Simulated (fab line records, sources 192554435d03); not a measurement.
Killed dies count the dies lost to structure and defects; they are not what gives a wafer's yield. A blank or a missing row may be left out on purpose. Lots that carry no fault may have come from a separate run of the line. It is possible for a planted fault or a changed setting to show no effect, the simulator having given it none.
Matching of chambers | flow n5Finfet | N5_BEOL_M0_STRIP_140 on rieDiel-02 has 4 sister chambers
The step strips in CF4. 4 wafers are shown with their chamber, then 8 later ones without.

## EACH WAFER AND ITS CHAMBER
wafer  | chamber | throttleValvePct (%)
L083.5 | 0       | 13.67
L084.1 | 3       | 13.75
L084.4 | 2       | 13.39
L087.4 | 1       | 13.57

## WAFERS WHOSE CHAMBER IS MISSING
wafer  | throttleValvePct (%)
L087.5 | 13.41
L087.6 | 13.77
L088.2 | 13.77
L088.4 | 13.77
L088.6 | 13.41
L095.2 | 13.80
L095.3 | 13.63
L095.5 | 13.74

## EACH ONE'S CHAMBER
wafer  | from the rows above     | in truth
L087.5 | 2                       | 2
L087.6 | 3                       | 3
L088.2 | 3                       | 3
L088.4 | 3                       | 3
L088.6 | 2                       | 2
L095.2 | 3                       | 3
L095.3 | can't be placed: 0 or 1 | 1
L095.5 | 3                       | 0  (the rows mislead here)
6 of 8 placed correctly. Can't be placed from these rows: 1 (the true chamber is among the candidates in 1). Wrongly placed: 1.
How it was worked out, from the rows above alone: a wafer's distance from a chamber is the root of the sum, over the readings, of the square of ((its reading less the chamber's mean) divided by the reading's scatter). If the next closest chamber is less than 2 further off than the closest, the wafer can't be placed; otherwise it belongs to the closest. For every chamber, the mean is computed from those of its wafers that are shown. The scatter: with one shown wafer a chamber, the root of the mean of the squares of how far each hidden wafer lies from its nearest shown one.
